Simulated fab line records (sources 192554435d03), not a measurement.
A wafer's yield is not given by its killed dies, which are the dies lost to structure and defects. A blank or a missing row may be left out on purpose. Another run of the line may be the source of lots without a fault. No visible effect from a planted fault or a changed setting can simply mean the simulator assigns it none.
Chamber matching / flow n5 finfet / 4 sister chambers for N5_BEOL_M3_ALD_98 on ald sin-02
The step deposits SiO2, target thk 2.5 nm, pulse time 1 s, co reactant pulse time 1 s. 8 wafers are shown with their chamber, then 12 later ones without.

== WAFERS PAIRED WITH THEIR CHAMBERS ==
wafer=L086.1; chamber=3; heater power w (W)=66; precursor pulse height rel=0.993
wafer=L089.4; chamber=2; heater power w (W)=81; precursor pulse height rel=0.980
wafer=L090.3; chamber=0; heater power w (W)=68; precursor pulse height rel=1.012
wafer=L090.5; chamber=0; heater power w (W)=68; precursor pulse height rel=0.987
wafer=L090.6; chamber=1; heater power w (W)=89; precursor pulse height rel=1.017
wafer=L091.1; chamber=3; heater power w (W)=68; precursor pulse height rel=0.988
wafer=L091.4; chamber=2; heater power w (W)=81; precursor pulse height rel=0.996
wafer=L091.5; chamber=1; heater power w (W)=88; precursor pulse height rel=1.009

== WAFERS WITHOUT THEIR CHAMBER ==
wafer=L092.2; heater power w (W)=67; precursor pulse height rel=0.995
wafer=L092.4; heater power w (W)=68; precursor pulse height rel=0.975
wafer=L092.6; heater power w (W)=68; precursor pulse height rel=1.028
wafer=L093.1; heater power w (W)=81; precursor pulse height rel=0.985
wafer=L093.4; heater power w (W)=69; precursor pulse height rel=1.018
wafer=L093.6; heater power w (W)=69; precursor pulse height rel=0.990
wafer=L094.1; heater power w (W)=68; precursor pulse height rel=1.023
wafer=L094.2; heater power w (W)=82; precursor pulse height rel=1.021
wafer=L094.6; heater power w (W)=87; precursor pulse height rel=0.998
wafer=L097.1; heater power w (W)=67; precursor pulse height rel=0.996
wafer=L097.2; heater power w (W)=68; precursor pulse height rel=1.012
wafer=L097.3; heater power w (W)=83; precursor pulse height rel=1.025

== THE CHAMBER EACH PASSED THROUGH ==
wafer=L092.2; from the rows above=can't be placed: 3 or 0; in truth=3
wafer=L092.4; from the rows above=can't be placed: 3 or 0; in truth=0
wafer=L092.6; from the rows above=can't be placed: 0 or 3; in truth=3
wafer=L093.1; from the rows above=2; in truth=2
wafer=L093.4; from the rows above=can't be placed: 0 or 3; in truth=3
wafer=L093.6; from the rows above=can't be placed: 0 or 3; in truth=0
wafer=L094.1; from the rows above=can't be placed: 0 or 3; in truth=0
wafer=L094.2; from the rows above=2; in truth=2
wafer=L094.6; from the rows above=1; in truth=1
wafer=L097.1; from the rows above=can't be placed: 3 or 0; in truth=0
wafer=L097.2; from the rows above=can't be placed: 0 or 3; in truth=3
wafer=L097.3; from the rows above=2; in truth=2
4 of 12 placed correctly. Not placeable from these rows: 8 (in 8, the candidates include the true chamber). Number placed wrongly: 0.
How it was worked out, from the rows above alone: a wafer's distance from a chamber is the root of the sum, over the readings, of the square of ((its reading less the chamber's mean) divided by the reading's scatter). The wafer belongs to the nearest chamber; if the next one is less than 2 further off, it can't be placed. A chamber's mean is the mean of its shown wafers. The scatter is the square root of a quotient: the sum, over the shown wafers, of each reading's squared deviation from its chamber's mean, divided by wafers minus chambers.
